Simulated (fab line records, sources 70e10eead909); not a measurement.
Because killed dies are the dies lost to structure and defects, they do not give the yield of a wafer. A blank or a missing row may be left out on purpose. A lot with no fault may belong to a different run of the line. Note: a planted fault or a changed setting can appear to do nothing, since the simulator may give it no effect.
Which tool is to blame?	flow nand harc	13 lots with 37 wafers sampled at 6 steps, on a route of 1302 steps

## WHAT EACH GAUGE READ, for each wafer
NHARC_P_BONDPAD_CD_MEAS_13. Usual: cd nm reads 499.3 nm (standard deviation 1.9).
lot	measured	on	cd nm (nm)	flag
L435	day 6 12:18	cd sem-01	500.9 501.4 500.2	
L439	day 8 10:18	cd sem-03	499.0 497.9 497.1	
L440	day 8 23:28	cd sem-02	500.1 499.3 500.0	
L441	day 9 03:57	cd sem-02	497.0 500.0 497.9	
L442	day 9 13:49	cd sem-02	497.4 499.5 496.6	
L444	day 10 15:34	cd sem-02	499.5 496.1 497.3	
L445	day 11 07:37	cd sem-03	501.5 500.9 503.7	
L448	day 11 23:41	cd sem-03	500.8 499.4	
L449	day 12 15:44	cd sem-01	498.0 495.2 500.6	
L451	day 13 09:34	cd sem-03	501.0 500.6	
L456	day 15 07:29	cd sem-03	504.1 503.3 500.1	
L457	day 15 22:08	cd sem-03	498.0 498.7 499.0	
L458	day 16 13:35	cd sem-02	499.5 498.7 499.0	

NHARC_A_ONON_D1_THK_MEAS_27: measures by ellipsometry. Usual: thk nm reads 999 nm (standard deviation 8.2).
lot	measured	on	thk nm (nm)	flag
L435	day 8 04:34	film metro-01	997 995 996	
L439	day 9 23:31	film metro-01	992 992 994	
L440	day 10 17:45	film metro-01	993 994 995	
L441	day 10 17:58	film metro-01	1006 1005 1006	
L442	day 11 03:20	film metro-01	995 996 995	
L444	day 12 05:03	film metro-01	1009 1009 1010	
L445	day 12 19:43	film metro-01	991 990 989	
L448	day 13 10:04	film metro-02	1000 1802	OFF
L449	day 14 06:22	film metro-01	1009 1007 1813	OFF
L451	day 15 02:22	film metro-02	1811 1811	OFF
L456	day 16 21:03	film metro-01	994 992 994	
L457	day 17 12:10	film metro-02	985 985 984	
L458	day 18 04:06	film metro-01	1000 1002 1002	

NHARC_END_SORT_01. Usual: killed at array 52, standard deviation 17; killed at other 0.9, standard deviation 1.2; killed at periphery 3.9, standard deviation 2.7; killed dies 57, standard deviation 16; killed open 3.3, standard deviation 1.9; killed short 2.5, standard deviation 1.5.
lot	measured	on	killed at array	killed at other	killed at periphery	killed dies	killed open	killed short	flag
L448	day 29 07:08	prober-01	47 675	5 1	4 1	56 677	3 2	4 2	OFF
L449	day 30 01:46	prober-02	32 20 667	0 0 2	6 8 8	38 28 677	0 4 2	2 0 1	OFF
L451	day 31 01:30	prober-01	670 674	1 0	6 3	677 677	6 3	2 0	OFF

## EACH LOT AND THE TOOL THAT RAN IT (in order: tool; ch and the chambers of the sampled wafers; start)
lot	NHARC_P_BONDPAD_PVD_27	NHARC_A_ONON_D1_DEP_25	NHARC_A_CHANNEL_HOLE_D1_ETCH_39
L435	pvd sputter-02, day 8 04:06 or earlier	pecvd onon-03 ch 0, day 8 04:06	rie diel-13 ch 0,3, no start
L439	pvd sputter-01, day 9 23:04 or earlier	pecvd onon-03 ch 0, day 9 23:04	rie diel-10 ch 0,1,2, no start
L440	pvd sputter-02, day 10 17:18 or earlier	pecvd onon-02 ch 0, day 10 17:18	rie diel-10 ch 0,1, no start
L441	pvd sputter-02, day 10 17:34 or earlier	pecvd onon-04 ch 0, day 10 17:34	rie diel-04 ch 0,1,2, no start
L442	pvd sputter-03, day 11 02:50 or earlier	pecvd onon-03 ch 0, day 11 02:50	rie diel-04 ch 1,2,3, no start
L444	pvd sputter-02, day 12 04:32 or earlier	pecvd onon-02 ch 0, day 12 04:32	rie diel-13 ch 0,2,3, no start
L445	pvd sputter-03, day 12 19:22 or earlier	pecvd onon-03 ch 0, day 12 19:22	rie diel-10 ch 1,2,3, no start
L448	pvd sputter-03, day 13 09:40 or earlier	pecvd onon-02 ch 0, day 13 09:40	rie diel-13 ch 3, day 29 07:08 or earlier
L449	pvd sputter-03, day 14 05:59 or earlier	pecvd onon-02 ch 0, day 14 05:59	rie diel-04 ch 0,3, day 30 01:46 or earlier
L451	pvd sputter-01, day 15 01:55 or earlier	pecvd onon-02 ch 0, day 15 01:55	-
L456	pvd sputter-01, day 16 20:32 or earlier	pecvd onon-03 ch 0, day 16 20:32	rie diel-10 ch 0,2,3, no start
L457	pvd sputter-02, day 17 11:40 or earlier	pecvd onon-03 ch 0, day 17 11:40	rie diel-10 ch 0,2, no start
L458	pvd sputter-03, day 18 03:38 or earlier	pecvd onon-04 ch 0, day 18 03:38	rie diel-13 ch 2,3, no start
- NHARC_P_BONDPAD_PVD_27: deposits Cu, target thk 30 nm, time 20.49 s.
- NHARC_A_ONON_D1_DEP_25: target thk 1000 nm.
- NHARC_A_CHANNEL_HOLE_D1_ETCH_39: etches the open film in N2/H2, target depth 260 nm, time 325 s.

## WHAT THE TOOLS THEMSELVES READ (means of the sampled wafers that have a number; where no wafer has one, the mark that the record gives instead)
NHARC_P_BONDPAD_PVD_27. Usual: cathode dc power W 5000.0 W, standard deviation 0.94; throttle valve pct 29.9 %, standard deviation 1.2.
lot	tool	cathode dc power W (W)	throttle valve pct (%)	flag
L435	pvd sputter-02	5000.8	29.9	
L439	pvd sputter-01	5000.2	29.0	
L440	pvd sputter-02	4999.9	30.4	
L441	pvd sputter-02	5000.3	30.1	
L442	pvd sputter-03	5000.0	31.6	
L444	pvd sputter-02	5000.4	30.1	
L445	pvd sputter-03	5000.4	29.0	
L448	pvd sputter-03	4999.4	31.1	
L449	pvd sputter-03	4999.4	31.6	
L451	pvd sputter-01	5000.6	29.1	
L456	pvd sputter-01	4999.8	29.0	
L457	pvd sputter-02	5000.9	30.4	
L458	pvd sputter-03	4998.7	29.4	

NHARC_A_CHANNEL_HOLE_D1_ETCH_39. Usual: drypump motor current A 5.8 A, standard deviation 0.47; oes product au 0.997 a.u., standard deviation 0.0095; rf fwd power W 399.2 W, standard deviation 1; rf vpp V 430.4 V, standard deviation 2.9; showerhead plenum p Torr 2.03 Torr, standard deviation 0.1; throttle valve pct 14.171 %, standard deviation 0.0086.
lot	tool	drypump motor current A (A)	oes product au (a.u.)	rf fwd power W (W)	rf vpp V (V)	showerhead plenum p Torr (Torr)	throttle valve pct (%)	flag
L435	rie diel-13	6.2	1.008	400.2	429.8	2.01	14.166	
L439	rie diel-10	6.0	0.995	398.9	429.9	2.01	14.169	
L440	rie diel-10	6.3	1.002	399.4	427.9	1.97	14.181	
L441	rie diel-04	5.5	1.004	398.7	430.6	2.04	14.174	
L442	rie diel-04	5.2	0.993	399.8	429.3	1.99	14.171	
L444	rie diel-13	6.0	1.002	398.5	430.3	2.02	14.176	
L445	rie diel-10	5.6	0.989	399.1	431.3	2.06	14.172	
L448	rie diel-13	6.4	0.999	399.7	428.4	1.90	14.172	
L449	rie diel-04	5.8	0.978	399.4	429.4	2.00	14.167	
L456	rie diel-10	5.8	0.997	399.8	431.1	2.09	14.170	
L457	rie diel-10	6.2	1.004	398.9	430.3	2.03	14.175	
L458	rie diel-13	6.1	0.995	398.4	428.5	1.96	14.170	

## THE ANSWER, worked out from the rows above alone
Rule: take the mean of a lot's wafers that have a number; if it is more than 3 standard deviations from the usual mean, the lot is off. A lot without any number at a reading at which 4 lots or more have one is off too. Where the step has rows for the other lots, those lots are counted as sound. The gauges are gone through in route order, then the tools' own readings, and for those a lot's mean is taken as printed above. The first step at which some lot is off is used, and at that step the reading that is off furthest; a lot without a number counts as furthest.
Off, at NHARC_A_ONON_D1_THK_MEAS_27 on thk nm: L448, L449, L451.
If a tool, at a process step before that reading, ran all the lots that are off and no sound lot after the first of them, it fits. Not tried: the gauges at NHARC_A_ONON_D1_THK_MEAS_27; whatever is off there is also off at NHARC_END_SORT_01, on other tools, and gauge error can't account for it. NHARC_P_BONDPAD_PVD_27: start missing for some lots; hours and lot order therefore follow NHARC_A_ONON_D1_DEP_25. One fits: NHARC_A_ONON_D1_DEP_25 on pecvd onon-02. Its last sound lot is L444 (day 12 04:32), its first lot that is off L448 (day 13 09:40): a fault that began between those two fits.

## WHAT THE SIMULATOR PUT IN
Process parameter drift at NHARC_A_ONON_D1_DEP_25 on pecvd onon-02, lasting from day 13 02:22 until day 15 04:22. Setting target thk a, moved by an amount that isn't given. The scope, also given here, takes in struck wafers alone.
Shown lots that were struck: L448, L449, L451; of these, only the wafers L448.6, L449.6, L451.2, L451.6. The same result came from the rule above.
